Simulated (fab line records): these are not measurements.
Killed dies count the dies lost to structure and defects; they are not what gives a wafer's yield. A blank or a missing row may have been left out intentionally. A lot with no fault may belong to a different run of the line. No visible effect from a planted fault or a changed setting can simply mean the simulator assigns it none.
Which tool did it?    flow nand_harc    Sampling: 12 lots, 36 wafers, 6 of 1159 route steps

WHAT EACH GAUGE READ, for each wafer
NHARC_P_BONDPAD_THK_MEAS_33: measures by ellipsometry.
lot   measured      on             thk_nm (nm)
L694  day 5 22:26   film_metro-02  198.9 200.7 200.7
L698  day 7 07:51   film_metro-01  201.4 199.9 201.8
L696  day 7 08:18   film_metro-01  199.3 202.3 201.3
L697  day 7 08:40   film_metro-01  200.1 199.5 200.5
L700  day 7 16:53   film_metro-01  200.4 201.2 199.1
L702  day 8 03:11   film_metro-02  201.8 199.4 203.0
L705  day 8 21:04   film_metro-02  200.3 198.8 200.9
L704  day 9 00:01   film_metro-02  200.3 200.4 201.7
L708  day 9 21:14   film_metro-02  201.4 199.8 201.0
L710  day 10 16:13  film_metro-01  199.4 199.0 201.5
L714  day 11 08:48  film_metro-01  197.2 199.4 198.9
L717  day 11 23:05  film_metro-02  199.6 199.1 199.6

NHARC_P_BONDPAD_OVL_MEAS_38.
lot   measured      on          overlay_x_nm (nm)  overlay_y_nm (nm)
L694  day 5 23:05   overlay-01  -1 0 0             15 15 15
L698  day 7 08:23   overlay-02  2 2 3              4 4 4
L696  day 7 08:58   overlay-02  3 3 3              -1 -1 -1
L697  day 7 09:20   overlay-01  8 9 8              -1 -1 -1
L700  day 7 17:33   overlay-01  0 0 1              14 13 13
L702  day 8 03:51   overlay-01  10 11 11           -6 -5 -5
L705  day 8 21:43   overlay-02  -2 -2 -2           3 3 3
L704  day 9 00:41   overlay-02  -6 -6 -6           -1 -1 -1
L708  day 9 21:53   overlay-01  3 3 3              -4 -4 -4
L710  day 10 16:53  overlay-02  1 1 2              -2 -2 -2
L714  day 11 09:19  overlay-01  1 1 1              0 0 0
L717  day 11 23:44  overlay-01  -2 -1 -1           -7 -8 -7

NHARC_A_ZERO_WELL_INSPECT_17.
lot   measured      on                 raw_defect_count
L694  day 6 04:24   defect_inspect-01  8 17 10
L698  day 7 14:06   defect_inspect-01  1 15 14
L696  day 7 14:37   defect_inspect-01  14 8 7
L697  day 7 14:56   defect_inspect-02  8 15 20
L700  day 7 23:01   defect_inspect-02  7 6 10
L702  day 8 09:28   defect_inspect-01  9 11 19
L705  day 9 03:41   defect_inspect-02  1209 1232 1160
L704  day 9 06:09   defect_inspect-01  15 7 5
L708  day 10 03:23  defect_inspect-02  1170 1203 1202
L710  day 10 22:20  defect_inspect-01  5 9 10
L714  day 11 15:01  defect_inspect-01  4 7 16
L717  day 12 05:47  defect_inspect-02  5 14 5

NHARC_END_SORT_01.
lot   measured      on         killed_at_array  killed_at_other  killed_at_periphery  killed_dies  killed_open  killed_short
L705  day 21 12:09  prober-02  114 125 129      0 0 0            5 5 3                119 130 132  4 5 8        4 3 1
L708  day 22 12:06  prober-02  89 111 49        0 0 0            2 2 5                91 113 54    4 2 7        0 2 3

EACH LOT AND THE TOOL THAT RAN IT (in order: tool; ch and the chambers of the sampled wafers; start)
lot   NHARC_A_ZERO_WELL_DESCUM_12         NHARC_A_ZERO_WELL_PRECLEAN_22
L694  rie_diel-07 ch 1,3, day 6 03:07     wet_bench-09 ch 1,2,7, day 6 04:04
L698  rie_diel-04 ch 1,3, day 7 12:44     wet_bench-03 ch 1,2,4, day 7 13:47
L696  rie_diel-09 ch 0,2, day 7 13:19     wet_bench-09 ch 3,4,6, day 7 14:17
L697  rie_diel-04 ch 0,1,3, day 7 13:36   wet_bench-09 ch 1,3,5, day 7 14:37
L700  rie_diel-07 ch 0,2, day 7 21:41     wet_bench-03 ch 5,6,7, day 7 22:42
L702  rie_diel-07 ch 0,2,3, day 8 08:10   wet_bench-06 ch 0,3,4, day 8 09:07
L705  rie_diel-04 ch 2,3, day 9 01:53     wet_bench-06 ch 4,5,7, day 9 03:21
L704  rie_diel-07 ch 0,1,3, day 9 04:51   wet_bench-09 ch 1,2,3, day 9 05:49
L708  rie_diel-04 ch 1,2,3, day 10 02:05  wet_bench-06 ch 0,5,7, day 10 03:03
L710  rie_diel-09 ch 0,3, day 10 21:02    wet_bench-09 ch 1,2,3, day 10 22:00
L714  rie_diel-09 ch 0,1,3, day 11 13:41  wet_bench-09 ch 4,6,7, day 11 14:41
L717  rie_diel-07 ch 0,3, day 12 04:00    wet_bench-09 ch 2,3,5, day 12 05:26
- NHARC_A_ZERO_WELL_DESCUM_12: chemistry O2, time 3 s.
- NHARC_A_ZERO_WELL_PRECLEAN_22: cleans in SC1, time 60 s.

AS READ BY THE TOOLS THEMSELVES (means over the sampled wafers that have a number; for cases with no such wafer, the mark the record gives instead)
NHARC_A_ZERO_WELL_DESCUM_12.
lot   tool         drypump_motor_current_A (A)  o2_flow_sccm (sccm)  oes_product_au (a.u.)  rf_vpp_V (V)  showerhead_plenum_p_Torr (Torr)  throttle_valve_pct (%)
L694  rie_diel-07  6.2                          200.7                0.982                  57.9          2.03                             11.313
L698  rie_diel-04  6.1                          200.3                0.997                  58.4          1.97                             11.311
L696  rie_diel-09  5.9                          200.0                1.008                  57.1          1.85                             11.309
L697  rie_diel-04  5.6                          200.3                0.991                  57.3          1.92                             11.307
L700  rie_diel-07  5.1                          200.1                1.026                  58.0          1.97                             11.307
L702  rie_diel-07  5.5                          200.5                1.004                  58.0          1.96                             11.312
L705  rie_diel-04  5.5                          200.3                0.986                  57.4          1.84                             11.317
L704  rie_diel-07  5.8                          200.4                0.997                  57.5          1.96                             11.303
L708  rie_diel-04  5.8                          200.4                0.987                  58.7          1.93                             11.318
L710  rie_diel-09  5.8                          199.3                0.995                  58.2          1.85                             11.315
L714  rie_diel-09  5.8                          199.6                0.991                  57.7          1.87                             11.311
L717  rie_diel-07  5.6                          200.2                0.991                  57.7          1.88                             11.307

NHARC_A_ZERO_WELL_PRECLEAN_22.
lot   tool          bath_heat_duty_pct (%)  temp_c (C)
L694  wet_bench-09  6.4                     49.90
L698  wet_bench-03  7.4                     50.00
L696  wet_bench-09  7.3                     50.03
L697  wet_bench-09  6.7                     49.95
L700  wet_bench-03  7.7                     50.13
L702  wet_bench-06  7.1                     50.06
L705  wet_bench-06  6.4                     50.01
L704  wet_bench-09  7.1                     49.96
L708  wet_bench-06  6.9                     49.95
L710  wet_bench-09  6.9                     50.11
L714  wet_bench-09  6.8                     49.95
L717  wet_bench-09  7.1                     50.01

THE ANSWER, worked out from the rows above alone
Rule: what is usual is taken from the lots themselves. Put in order of their means at a reading, lots are off if they are a third of the lots or fewer, leave a main group of 4 or more, and stand apart from it by a gap of 3 or more times the standard deviation of the main group's means; of several such gaps the widest counts. Not used: any main group whose means are identical at the precision the tables above print for the reading. A lot without any number at a reading at which 4 lots or more have one is off too. Any other lot the step has rows for is counted as sound. First the gauges in route order, then the tools' own readings, where a lot's mean is used as printed above. The first step at which some lot is off is used, and at that step the reading that is off furthest; a lot without a number counts as furthest.
Off at NHARC_A_ZERO_WELL_INSPECT_17 (raw_defect_count): L705, L708. The main group: mean 10, standard deviation 2.1.
A tool fits if, at a process step before that reading, it ran every lot that is off, and no sound lot after the first of them. Those tools and the gauges at NHARC_A_ZERO_WELL_INSPECT_17 are tried in the same way. This does not decide it: 2 tools fit, namely rie_diel-04 at NHARC_A_ZERO_WELL_DESCUM_12 and wet_bench-06 at NHARC_A_ZERO_WELL_PRECLEAN_22.

WHAT THE SIMULATOR HAD PUT IN
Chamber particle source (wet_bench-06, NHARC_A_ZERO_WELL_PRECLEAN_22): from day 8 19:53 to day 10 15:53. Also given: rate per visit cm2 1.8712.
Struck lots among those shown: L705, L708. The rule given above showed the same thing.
